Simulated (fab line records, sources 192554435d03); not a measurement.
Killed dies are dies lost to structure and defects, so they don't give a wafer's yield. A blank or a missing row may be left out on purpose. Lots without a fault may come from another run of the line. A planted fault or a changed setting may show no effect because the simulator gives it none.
fab line records | flow n5_finfet
record lots=5 wafers=12 last_day=18
route steps=1938 shown BEOL_M8@1368 BEOL_M9@1401 BEOL_M15@1830 PASSIVATION@1936
lots that met no fault: from a run of the same line without faults
start_h: hours from the record's first day to the start of the lot's first wafer shown | wait_h: hours since the lot's step before | " the same as in the row above | L1.1+2: a row that stands for several wafers | - no value, or no start given | * or withheld: withheld | < > ~ a bound
route shown NAME@n: a module of which the file shows steps, and the number in the route of the first | usual: mean/standard deviation of fault-free wafers | same: alike in all rows | chamber/n: place in a boat | sites: the reading at each site | _std_site: their standard deviation | _edge_site: outer sites' mean less inner sites' | radius_mm: how far each site lies from the wafer's centre | mask NAME#n: copy n | behind: the tool/chamber that last shaped the wafer | hold: why the lot was held/for how many hours/how that ended | device: the transistor (n, p or np) that didn't switch | end of line: the same wafers' tests at the end of the route | a step without rows: its recipe alone | killed: dies lost to structure and defects at the first sort, not the wafer's yield | map: a wafer's dies, x killed, . not, _ none there
set.NAME: the setting as run; set.NAME@STEP: as run at that earlier step | model.NAME: the simulator's own value behind a step, which no gauge read
lots at some steps of the route; a table a step, a row a wafer
services: from which hour (start_h, from the record's first day; less than 0 if before it) a tool's chamber was out of use, for how many hours, and why
## steps
# step N5_BEOL_M8_DESCUM_33
# recipe chemistry=O2 time_s=7 source_power_w=50 bias_power_w=20 pressure_mtorr=20 rf_frequency_hz=2.712e+07 temp_c=40 resist=CAR-EUV o2_flow_sccm=225
# step N5_BEOL_M8_ETCH_72
# recipe chemistry=N2/H2 target=underlayer target_depth_a=65 mask_material=CAR-EUV time_s=5.2 ion_energy_ev=200 pressure_mtorr=30 source_w=840 bias_w=150 n2_flow_sccm=200 h2_flow_sccm=200 ends=cleared
# step N5_BEOL_M8_ETCH_65
# recipe chemistry=CF4 target=SiARC target_depth_a=156 mask_material=CAR-EUV time_s=26 ion_energy_ev=80 pressure_mtorr=40 source_w=545 bias_w=36 Ar_flow_sccm=100 cf4_flow_sccm=100 ends=cleared
# step N5_BEOL_M8_ETCH_66
# recipe chemistry=N2/H2 target=SOC target_depth_a=800 overetch_a=160 mask_material=SiARC temp_c=40 time_s=120 ion_energy_ev=200 pressure_mtorr=30 source_w=840 bias_w=150 n2_flow_sccm=200 h2_flow_sccm=200
# step N5_BEOL_M8_STRIP_69
# recipe chemistry=N2/H2 temp_c=40 n2_flow_sccm=200 h2_flow_sccm=200 rf_frequency_hz=6e+07
# step N5_BEOL_M8_STRIP_73
# recipe chemistry=N2/H2 temp_c=40 n2_flow_sccm=200 h2_flow_sccm=200 rf_frequency_hz=6e+07
# step N5_BEOL_M8_VIA_ETCH_34
# recipe chemistry=C4F6/O2 target=SiCOH_lowk target_depth_a=1255 mask_material=SOC taper_deg=4 time_s=50.5 ion_energy_ev=250 pressure_mtorr=30 source_w=345 bias_w=185 Ar_flow_sccm=300 C4F6_flow_sccm=10 O2_flow_sccm=10
# step N5_BEOL_M8_STRIP_76
# recipe chemistry=C4F6/O2 resist=SiARC rf_frequency_hz=6e+07
# step N5_BEOL_M8_STRIP_36
# recipe chemistry=N2/H2 power_w=450 temp_c=40 pressure_mtorr=20 rf_frequency_hz=6e+07 overash_fraction=0.3 bias_power_w=7 h2_frac=0.5 n2_flow_sccm=200 h2_flow_sccm=200
# step N5_BEOL_M8_TRENCH_ETCH_37
# recipe chemistry=C4F6/O2 target_depth_a=934.78 target=SiCOH_lowk time_s=31.2 ion_energy_ev=250 pressure_mtorr=30 source_w=345 bias_w=185 Ar_flow_sccm=300 C4F6_flow_sccm=10 O2_flow_sccm=10
# usual C4F6_flow_sccm=10.00/0.03 chamber_pressure_mTorr=30.00/0.032 drypump_motor_current_A=5.6/0.43 oes_product_au=0.82/0.08 rf_vpp_V=657/18 run_length_s=54.6/0.36 showerhead_plenum_p_Torr=2.83/0.087 throttle_valve_pct=20.79/0.19
# columns lot.wafer tool chamber start_h wait_h C4F6_flow_sccm chamber_pressure_mTorr drypump_motor_current_A oes_product_au rf_hours_counter_h rf_vpp_V run_length_s showerhead_plenum_p_Torr throttle_valve_pct model.BEOL_M8.feature_depth_nm model.etch.depth_nm model.TiN_of_BEOL_M8_HM_DEP_02.thk_nm
L239.1 rie_diel-06 0 277.88 - 10.04 30.01 5.2 0.68 238 643 54.4 2.93 20.76 91 90.93 17.4
L239.2 " 1 " " 9.96 30.03 6.4 0.85 56 637 54.4 2.98 20.69 93.6 93.68 17.4
L239.4 " 3 " " 10.03 29.97 5.0 0.81 81 642 55.4 2.76 20.90 92.4 92.31 17
L244.1 rie_diel-06 3 292.17 - 9.98 30.00 5.1 0.82 85 639 47.9 2.76 20.91 72.2 72.27 18.2
L244.3 " 0 " " 10.03 29.95 5.2 0.69 242 641 54.2 2.93 20.78 91.4 91.5 17.2
L246.1 rie_diel-06 2 301.73 - 10.00 30.01 5.8 0.82 104 663 47.6 2.87 20.84 75.4 75.38 18
L246.6 " 2 " " 9.99 30.00 5.8 0.82 - 661 54.9 2.87 20.84 97.6 97.56 17.4
L247.1 rie_diel-06 1 318.38 - 10.04 29.97 6.3 0.83 73 639 47.2 2.97 20.71 73 72.97 18.4
L247.5 " 3 " " 10.03 29.95 5.0 0.81 - 640 48.3 2.75 20.92 72 72.05 18
L253.2 rie_diel-04 0 355.73 - 10.03 30.01 5.9 0.74 182 647 54.8 2.74 20.85 92.2 92.26 18
L253.5 " 3 " " 10.02 30.01 5.1 0.76 - 643 54.2 2.75 21.17 91.2 91.21 17.8
L253.6 " 1 " " 10.01 29.94 5.8 0.85 - 696 54.2 2.91 21.00 96.2 96.15 17.8
# step N5_BEOL_M8_ETCH_41
# recipe chemistry=CH3F/O2 target=SiCN target_depth_a=319 taper_deg=2 time_s=57.8 ion_energy_ev=120 mask_material=TiN pressure_mtorr=30 source_w=395 bias_w=75 Ar_flow_sccm=150 CH3F_flow_sccm=30 O2_flow_sccm=20
# step N5_BEOL_M8_STRIP_80
# recipe chemistry=N2/H2 time_s=10 power_w=450 temp_c=40 pressure_mtorr=20 rf_frequency_hz=6e+07 bias_power_w=7 n2_flow_sccm=200 h2_flow_sccm=200
# step N5_BEOL_M8_OCD_MEAS_38
# usual trench_depth_nm=93.9/2.3
# columns lot.wafer tool chamber start_h wait_h trench_depth_nm
L239.1 ocd-01 - 278.04 - 90.6
L239.2 " - " " 94.1
L239.4 " - " " 92.4
L244.1 ocd-02 - 292.33 - 72.5
L244.3 " - " " 91.3
L246.1 ocd-02 - 301.89 - 75.4
L246.6 " - " " 98.1
L247.1 ocd-01 - 318.54 - 72.8
L247.5 " - " " 72.0
L253.2 ocd-02 - 355.89 - 92.0
L253.5 " - " " 90.9
L253.6 " - " " 96.6
# step N5_BEOL_M8_HM_STRIP_39
# recipe chemistry=peroxide_tin_strip material=TiN target_depth_a=250 temp_c=50 time_s=158
# step N5_BEOL_M8_SRD_40
# recipe time_s=30 temp_c=23 rinse_liquid=diw dry=ipa_marangoni
# step N5_BEOL_M8_PRECLEAN_42
# recipe chemistry=residue_remover time_s=60 temp_c=40
# step N5_BEOL_M8_SRD_43
# recipe time_s=30 temp_c=23 rinse_liquid=diw dry=ipa_marangoni
# step N5_BEOL_M8_CURE_75
# recipe temp_c=370 time_s=120 ambient=DMADMS/He material=SiCOH_lowk
# step N5_BEOL_M8_DEGAS_44
# recipe ambient=vacuum temp_c=250 time_s=60
# step N5_BEOL_M8_PRE_CLEAN_45
# recipe gas=H2/He time_s=30 temp_c=250
# step N5_BEOL_M8_ALD_77
# recipe material=TaN target_thk_a=20 temp_c=275 ald_precursor_family=PDMAT ald_co_reactant=NH3 pressure_torr=3 carrier_flow_sccm=1500 pulse_time_s=2 purge_time_s=3 co_reactant_purge_time_s=2 co_reactant_pulse_time_s=3 ald_cycles=40 precursor_vessel_temp_c=75 precursor_vessel_pressure_torr=26.25 precursor_vessel_carrier_sccm=1000
# step N5_BEOL_M8_SURFACE_TREAT_79
# recipe gas=Ar time_s=* ion_energy_ev=* ion_current_ma_cm2=0.5 pressure_mtorr=* ar_flow_sccm=30
# step N5_BEOL_M8_CVD_78
# recipe material=Co target_thk_a=20 temp_c=withheld precursor=CCTBA/H2 pressure_torr=30 time_s=142.3
# step N5_BEOL_M8_SPUTTER_48
# recipe material=Cu target_thk_a=100 temp_c=-20 bias_v=60 power_w=26000 chamber_pressure_pa=0.13 time_s=1.667
# step N5_BEOL_M8_ECD_50
# recipe material=Cu target_thk_a=3000
# step N5_BEOL_M8_ANNEAL_51
# recipe temp_c=225 time_s=90 ambient=N2
# step N5_BEOL_M8_CMP_52
# recipe stop_on=SiCOH_lowk t_overpolish_s=6.9 down_force_psi=1 platen_rpm=50 clearing_platen_down_force_psi=1.5 clearing_platen_rpm=50 post_cmp_clean=cu_alkaline target_thk_nm=80 clearing_platen_pad_velocity_m_s=0.99484 pad_velocity_m_s=0.99484
# usual barrier_field_endpoint_s=28.7/0.76 motor_current_A=5.8/0.6 overpolish_run_s=6.900/0.009 time_to_endpoint_s=60/3.2
# columns lot.wafer tool chamber start_h wait_h barrier_field_endpoint_s motor_current_A overpolish_run_s time_to_endpoint_s model.Cu_of_BEOL_M8_ECD_50.thk_nm
L239.2 cmp-02 2 281.10 0.2 27.6 5.1 6.915 56 78.6
L239.4 " 3 " " 27.8 5.3 6.892 54 77.2
L239.1 " 1 " " 29.3 6.2 6.905 62 77
L244.1 cmp-02 1 294.60 0.3 30.0 6.7 6.894 64 59.4
L244.3 " 2 " " 29.3 5.6 6.884 62 76.6
L246.1 cmp-01 0 303.95 0.3 27.9 6.3 6.887 57 61.2
L246.6 " 1 " " 27.8 5.3 6.893 56 81.6
L247.1 cmp-01 2 322.40 0.4 29.8 6.1 6.910 63 58.6
L247.5 " 3 " " 28.4 4.9 6.909 57 57.4
L253.2 cmp-02 2 357.75 0.2 28.4 5.0 6.898 59 78.6
L253.6 " 1 " " 29.4 6.9 6.904 64 82.8
L253.5 " 2 " " 29.0 5.4 6.915 60 76.2
# step N5_BEOL_M8_THK_MEAS_53
# recipe thk_meas_gauge=xrf reads=Cu_of_BEOL_M8_ECD_50
# usual M8_THK=80.9/2.6
# columns lot.wafer tool chamber start_h wait_h M8_THK[nm]
L239.1 film_metro-01 - 281.39 - 78.3
L239.2 " - " " 80.1
L239.4 " - " " 78.9
L244.1 film_metro-02 - 294.82 - 60.3
L244.3 " - " " 77.5
L246.1 film_metro-02 - 304.25 - 61.6
L246.6 " - " " 82.5
L247.1 film_metro-01 - 322.58 - 59.8
L247.5 " - " " 58.3
L253.2 film_metro-01 - 358.01 - 79.8
L253.5 " - " " 77.3
L253.6 " - " " 84.3
# step N5_BEOL_M8_PRE_CLEAN_55
# recipe gas=NH3 time_s=15 temp_c=withheld rf_power_w=300
# step N5_BEOL_M8_DEP_56
# recipe material=SiCN target_thk_a=100 temp_c=withheld precursor=3MS/NH3 pressure_torr=3 rf_w=202 time_s=17.5
# step N5_BEOL_M8_RS_MEAS_57
# recipe thk_meas_gauge=four-point-probe reads=Cu_of_BEOL_M8_ECD_50+Co_of_BEOL_M8_CVD_78+TaN_of_BEOL_M8_ALD_77
# usual M8_RS=0.287/0.011
# columns lot.wafer tool chamber start_h wait_h M8_RS[ohm/sq]
L239.1 film_metro-02 - 281.52 0.1 0.300
L239.2 " - " " 0.291
L239.4 " - " " 0.299
L244.1 film_metro-01 - 294.95 0.1 0.409
L244.3 " - " " 0.301
L246.1 film_metro-02 - 304.39 0.1 0.393
L246.6 " - " " 0.279
L247.1 film_metro-01 - 322.71 0.1 0.416
L247.5 " - " " 0.427
L253.2 film_metro-02 - 358.14 0.1 0.291
L253.5 " - " " 0.303
L253.6 " - " " 0.274
# step N5_BEOL_M9_ILD_DEP_00
# recipe material=SiCOH_lowk target_thk_a=3085.1 temp_c=300 precursor=DEMS/porogen pressure_torr=5 rf_w=500 time_s=58
# step N5_BEOL_M9_CURE_71
# recipe temp_c=385 time_s=240 ambient=He/Ar material=SiCOH_lowk
# step N5_BEOL_M9_PECVD_70
# recipe material=SiO2 target_thk_a=200 temp_c=400 precursor=TEOS/O2 pressure_torr=5.5 rf_w=450 teos_flow_sccm=53.8 gas=O2 flow_sccm=3000 time_s=22.7
# step N5_BEOL_M9_HM_DEP_02
# recipe material=TiN target_thk_a=200 temp_c=25 chamber_pressure_pa=0.49996
# step N5_BEOL_M9_COAT_59
# recipe resist=SOC temp_c=250 time_s=60 spin_rpm=1500 resist_thk_nm=100
# step N5_BEOL_M15_RC_MEAS_101
# usual COMB_M10=1.5e-11/3.1e-12 COMB_M11=1.5e-11/3.2e-12 COMB_M11_max_site=2.1e-11/5.7e-12 COMB_M12=6.4e-12/1.4e-12 COMB_M13=5e-12/9.5e-13 COMB_M14=3.6e-12/1e-12 COMB_M15=2.5e-12/7.3e-13 COMB_M5=3.7e-11/7.9e-12 COMB_M6=2.3e-11/4.6e-12 COMB_M7=2.5e-11/4.8e-12 COMB_M9=1.4e-11/3e-12 SERP_M10=3.02/0.1 SERP_M11=3.09/0.093 SERP_M12=0.644/0.021 SERP_M13=0.313/0.0081 SERP_M14=0.160/0.0057 SERP_M5=39.0/2.2 SERP_M6=13.8/0.78 SERP_M7=14.0/0.75 SERP_M8=14.0/0.76 SERP_M8_max_site=14.5/0.82 SERP_M9=3.09/0.11 SERP_M9_max_site=3.18/0.12
# columns lot.wafer tool chamber start_h wait_h COMB_M10[S/m] COMB_M11[S/m] COMB_M11_max_site[S/m] COMB_M12[S/m] COMB_M13[S/m] COMB_M14[S/m] COMB_M15[S/m] COMB_M5[S/m] COMB_M6[S/m] COMB_M7[S/m] COMB_M9[S/m] SERP_M10[ohm/um] SERP_M11[ohm/um] SERP_M12[ohm/um] SERP_M13[ohm/um] SERP_M14[ohm/um] SERP_M5[ohm/um] SERP_M6[ohm/um] SERP_M7[ohm/um] SERP_M8[ohm/um] SERP_M8_max_site[ohm/um] SERP_M9[ohm/um] SERP_M9_max_site[ohm/um]
L239.1 prober-01 0 340.28 0.0 1.2e-11 1.2e-11 1.6e-11 5.3e-12 4.9e-12 3.3e-12 1.9e-12 3.8e-11 1.9e-11 2.3e-11 1.3e-11 2.84 2.97 0.670 0.322 0.167 45.9 13.4 13.3 13.6 14.1 3.14 3.24
L239.2 " 0 " " 1.1e-11 1.3e-11 1.7e-11 7.4e-12 4.7e-12 2.8e-12 1.2e-12 3.5e-11 1.5e-11 2.3e-11 1.2e-11 2.86 3.09 0.653 0.304 0.172 43.2 15.1 13.6 13.8 14.2 3.12 3.16
L239.4 " 0 " " 1.4e-11 1.9e-11 2.7e-11 6.1e-12 4.6e-12 4e-12 1.7e-12 3.3e-11 2.5e-11 2.3e-11 1.1e-11 3.03 3.11 0.632 0.308 0.162 40.8 14.7 13.9 14.3 14.9 3.18 3.30
L244.1 prober-01 0 353.60 0.0 1.4e-11 1.1e-11 1.4e-11 5.3e-12 4.7e-12 2.2e-12 2.1e-12 3.5e-11 2.7e-11 2.8e-11 1.5e-11 3.00 3.08 0.646 0.301 0.150 38.2 13.0 13.9 20.5 21.0 3.08 3.12
L244.3 " 0 " " 1.2e-11 1.4e-11 1.8e-11 6.9e-12 3.2e-12 3.5e-12 1.6e-12 4.6e-11 2.2e-11 2.4e-11 1.2e-11 2.92 3.15 0.637 0.314 0.149 38.0 13.6 13.9 14.1 15.0 3.25 3.33
L246.1 prober-02 0 356.37 0.0 1.2e-11 1.2e-11 1.7e-11 7.5e-12 5.9e-12 3.4e-12 3e-12 3.4e-11 2.6e-11 3e-11 1.2e-11 3.04 3.16 0.624 0.328 0.163 40.9 13.4 15.2 19.0 19.4 3.08 3.17
L246.6 " 0 " " 1.7e-11 1.2e-11 1.6e-11 4.7e-12 6.6e-12 4.3e-12 2.8e-12 4.5e-11 2.5e-11 3.1e-11 1.4e-11 2.93 3.12 0.662 0.318 0.165 39.0 13.7 13.9 13.5 14.1 3.18 3.26
L247.1 prober-02 0 371.02 0.0 9e-12 1.2e-11 2e-11 6.3e-12 5.8e-12 4.2e-12 3e-12 4.5e-11 2.7e-11 2.4e-11 1.8e-11 3.00 3.14 0.636 0.324 0.155 37.6 13.6 13.9 21.1 22.3 3.11 3.24
L247.5 " 0 " " 1.4e-11 1.8e-11 2.3e-11 9.8e-12 5.8e-12 4.3e-12 3.3e-12 4e-11 2.3e-11 3.2e-11 1.3e-11 2.96 2.97 0.667 0.308 0.151 40.2 12.8 14.2 21.8 22.7 3.13 3.32
L253.2 prober-02 0 412.52 0.2 1.7e-11 1.4e-11 1.8e-11 7.8e-12 5.6e-12 2.1e-12 2.4e-12 4.4e-11 3.9e-11 2.5e-11 1.4e-11 2.84 2.96 0.620 0.315 0.162 37.7 14.1 14.1 14.4 15.4 2.94 3.14
L253.5 " 0 " " 1.8e-11 1.3e-11 1.9e-11 7.2e-12 5.2e-12 4e-12 2.6e-12 4e-11 3.6e-11 2.5e-11 1.3e-11 2.89 3.07 0.622 0.315 0.160 36.5 14.5 13.7 15.6 16.1 3.05 3.13
L253.6 " 0 " " 1.6e-11 2.6e-11 3.4e-11 8.9e-12 6.1e-12 2.4e-12 3.3e-12 5.7e-11 2.3e-11 3.8e-11 1.2e-11 3.15 3.15 0.605 0.306 0.161 38.6 13.9 14.5 13.4 13.7 2.93 2.96
# sites SERP_M8 radius_mm=0,75,75,75,75,140,140,140,140
L239.1 14.1 13.4 13.9 13.8 14.0 13.1 13.6 13.2 13.3
L244.1 20.3 20.5 20.7 19.9 20.6 20.2 21.0 20.0 20.5
L246.1 18.8 19.2 18.9 19.4 19.0 19.3 18.4 19.1 19.0
L247.1 19.8 20.4 21.1 20.4 20.5 22.1 22.3 21.8 21.9
L253.2 15.4 14.4 14.4 14.9 14.5 13.6 14.4 14.3 14.3
# step N5_PASSIVATION_PROBE_49
# usual defect_limited_yield=91.1/1.4 killed_at_M0_to_M3=34/9.7 killed_at_M4_up=13/5.1 killed_at_contacts=14/6.3 killed_at_front_end=40/11 killed_at_other=3.5/2.7 killed_dies=105/16 killed_open=70/12 killed_short=34/7.8 sort_bin_5_function=5.2/0.88 sort_bin_6_memory=3.3/0.7 sort_bin_8_speed=0.1/0.62 sort_n_pass=1074/17
# same gross_dies=1180 killed_at_back_side=0 sort_bin_4_leakage[%]=0
# columns lot.wafer tool chamber start_h wait_h defect_limited_yield[%] killed_at_M0_to_M3 killed_at_M4_up killed_at_contacts killed_at_front_end killed_at_other killed_dies killed_open killed_short sort_bin_5_function[%] sort_bin_6_memory[%] sort_bin_8_speed[%] sort_n_pass
L239.1 prober-01 - 355.45 0.0 90.6 23 7 10 64 7 111 69 41 5.4 3.6 0 1069
L239.2 prober-01 - 355.50 0.1 89.7 32 36 6 37 11 122 76 45 6.7 3.4 0 1058
L239.4 prober-01 - 355.60 0.2 89.3 22 22 14 65 3 126 84 42 5.7 4.5 0 1054
L244.1 prober-02 - 368.70 0.0 91.4 25 16 20 37 4 102 60 38 5.6 2.5 0.3 1078
L244.3 prober-02 - 368.80 0.1 90.4 40 16 12 42 3 113 81 30 6.2 3.3 0 1067
L246.1 prober-01 - 371.50 0.0 92.0 35 19 11 28 1 94 67 26 4.8 2.7 0 1086
L246.6 prober-01 - 371.75 0.3 92.2 40 9 7 33 3 92 67 25 4.2 3.4 0 1088
L247.1 prober-01 - 386.86 0.0 90.8 38 10 18 37 5 108 70 36 5.7 3.1 0.2 1072
L247.5 prober-01 - 387.06 0.2 89.7 36 10 20 54 1 121 80 30 5.7 3.3 0.4 1059
L253.2 prober-01 - 429.89 0.1 92.7 36 14 1 34 1 86 59 27 4.7 2.3 0 1094
L253.5 prober-01 - 430.04 0.2 93.6 18 5 3 47 2 75 48 24 3.5 2.7 0 1105
L253.6 prober-01 - 430.09 0.3 90.8 34 17 6 50 2 109 68 32 4.6 3.7 2.5 1042
# killed by level:class
L239.1 FIN_SAQP:geometric_particle:open=17 FIN_SAQP:geometric_particle:short=14 STI_FIN_REVEAL:geometric_particle:open=12 MOL_CONTACT_COAG:geometric_particle:open=10 GATE_CUT:geometric_particle:short=7 GATE_CUT:geometric_particle:open=6 BEOL_M2:geometric_particle:open=5 BEOL_M3:geometric_particle:short=5
L239.2 BEOL_M4:geometric_particle:open=17 BEOL_M4:geometric_particle:short=10 STI_FIN_REVEAL:geometric_particle:open=9 BEOL_M1:geometric_particle:open=7 BEOL_M3:geometric_particle:open=7 GATE_CUT:geometric_particle:short=6 MOL_CONTACT_COAG:geometric_particle:open=5 BEOL_M0_SAQP:geometric_particle:open=5
L239.4 STI_FIN_REVEAL:geometric_particle:open=27 MOL_CONTACT_COAG:geometric_particle:open=12 FIN_SAQP:geometric_particle:short=8 BEOL_M4:geometric_particle:open=8 BEOL_M3:geometric_particle:open=7 GATE_CUT:geometric_particle:short=6 FIN_SAQP:geometric_particle:open=5 STI_FIN_REVEAL:geometric_particle:short=4
L244.1 MOL_CONTACT_COAG:geometric_particle:open=14 FIN_SAQP:geometric_particle:short=13 BEOL_M3:geometric_particle:open=10 MOL_CONTACT_COAG:geometric_particle:short=6 BEOL_M2:geometric_particle:open=5 FIN_SAQP:geometric_particle:open=4 BEOL_M8:area_ecd=4 DUMMY_GATE:geometric_particle:open=3
L244.3 BEOL_M2:geometric_particle:open=15 FIN_SAQP:geometric_particle:open=12 STI_FIN_REVEAL:geometric_particle:open=12 BEOL_M3:geometric_particle:open=9 MOL_CONTACT_COAG:geometric_particle:open=9 FIN_SAQP:geometric_particle:short=8 GATE_CUT:geometric_particle:short=4 BEOL_M0_SAQP:geometric_particle:open=4
L246.1 STI_FIN_REVEAL:geometric_particle:open=12 MOL_CONTACT_COAG:geometric_particle:open=9 BEOL_M0_SAQP:geometric_particle:open=7 BEOL_M2:geometric_particle:open=6 BEOL_M1:geometric_particle:open=5 BEOL_M0_SAQP:geometric_particle:short=5 STI_FIN_REVEAL:geometric_particle:short=4 BEOL_M4:geometric_particle:open=4
L246.6 BEOL_M3:geometric_particle:open=11 FIN_SAQP:geometric_particle:open=10 BEOL_M0_SAQP:geometric_particle:open=9 BEOL_M0_SAQP:geometric_particle:short=9 STI_FIN_REVEAL:geometric_particle:open=7 DUMMY_GATE:geometric_particle:open=6 BEOL_M4:geometric_particle:open=6 BEOL_M2:geometric_particle:open=5
L247.1 MOL_CONTACT_COAG:geometric_particle:open=13 BEOL_M2:geometric_particle:open=13 BEOL_M3:geometric_particle:open=10 FIN_SAQP:geometric_particle:short=6 BEOL_M1:geometric_particle:open=6 MOL_CONTACT_COAG:geometric_particle:short=5 FIN_SAQP:geometric_particle:open=4 STI_FIN_REVEAL:geometric_particle:open=4
L247.5 STI_FIN_REVEAL:geometric_particle:open=18 BEOL_M3:geometric_particle:open=16 MOL_CONTACT_COAG:geometric_particle:open=14 GATE_CUT:geometric_particle:short=6 ILD0:geometric_particle:open=6 MOL_CONTACT_COAG:geometric_particle:short=6 BEOL_M0_SAQP:geometric_particle:open=6 BEOL_M0_SAQP:geometric_particle:short=6
L253.2 BEOL_M2:geometric_particle:open=13 STI_FIN_REVEAL:geometric_particle:open=10 GATE_CUT:geometric_particle:short=7 BEOL_M0:geometric_particle:open=5 BEOL_M1:geometric_particle:open=5 BEOL_M4:geometric_particle:open=5 BEOL_M0_SAQP:geometric_particle:short=4 FIN_SAQP:geometric_particle:open=3
L253.5 FIN_SAQP:geometric_particle:open=12 FIN_SAQP:geometric_particle:short=11 STI_FIN_REVEAL:geometric_particle:open=8 DUMMY_GATE:geometric_particle:open=6 BEOL_M2:geometric_particle:open=5 BEOL_M1:geometric_particle:open=5 STARTING-WAFER:geometric_particle:short=4 BEOL_M4:geometric_particle:open=3
L253.6 FIN_SAQP:geometric_particle:open=10 FIN_SAQP:geometric_particle:short=8 BEOL_M1:geometric_particle:open=8 HKMG_FIN:area_etch=8 BEOL_M3:geometric_particle:open=7 BEOL_M4:geometric_particle:open=7 BEOL_M2:geometric_particle:open=6 STI_FIN_REVEAL:geometric_particle:open=5
## services
# columns tool chamber start_h hours kind
rie_diel-06 - 256.88 0.1 repair
cmp-02 - 261.13 7.5 pm
cmp-01 - 283.72 1.5 repair
cmp-02 - 289.66 4.0 pm
cmp-02 - 293.66 - consumable_replace:conditioner
cmp-02 - 293.66 - consumable_replace:pad
cmp-02 - 298.05 6.0 pm
cmp-01 - 307.11 0.3 repair
rie_diel-06 0 311.12 - clean
rie_diel-06 0 311.12 - consumable_replace:esc
rie_diel-06 0 311.12 - consumable_replace:focus_ring
rie_diel-06 0 311.12 22.7 scheduled_down
rie_diel-06 0 311.12 22.7 vent_cycle
rie_diel-04 2 353.14 - clean
rie_diel-04 2 353.14 - consumable_replace:focus_ring
rie_diel-04 2 353.14 12.5 scheduled_down
rie_diel-04 2 353.14 12.5 vent_cycle
## key
first_sign step=N5_BEOL_M8_TRENCH_ETCH_37 reading=run_length_s direction=down sigmas=19 usual=* struck=*
effect step=N5_BEOL_M8_OCD_MEAS_38 reading=trench_depth_nm direction=down sigmas=9 usual=93.9 struck=73.2
effect step=N5_BEOL_M8_THK_MEAS_53 reading=M8_THK direction=down sigmas=8.1 usual=80.9 struck=60.0
effect step=N5_BEOL_M8_RS_MEAS_57 reading=M8_RS direction=up sigmas=11 usual=0.287 struck=0.411
effect step=N5_BEOL_M15_RC_MEAS_101 reading=SERP_M8 direction=up sigmas=8.7 usual=14.0 struck=20.6
model_effect step=N5_BEOL_M8_TRENCH_ETCH_37 value=BEOL_M8.feature_depth_nm without=94.35 struck=73.15
model_effect step=N5_BEOL_M8_CMP_52 value=Cu_of_BEOL_M8_ECD_50.thk_nm without=80.3 struck=59.15
met_at N5_BEOL_M8_TRENCH_ETCH_37
struck_wafers L244.1,L246.1,L247.1,L247.5
onset_between 277.88 292.17
fault kind=process_parameter_drift tool=rie_diel-06 chamber=- onset_h=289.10 steps=N5_BEOL_M8_TRENCH_ETCH_37 channel=time_s offset=* shape=step end_h=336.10 scope=struck_wafers_only acts_in=* stated=*
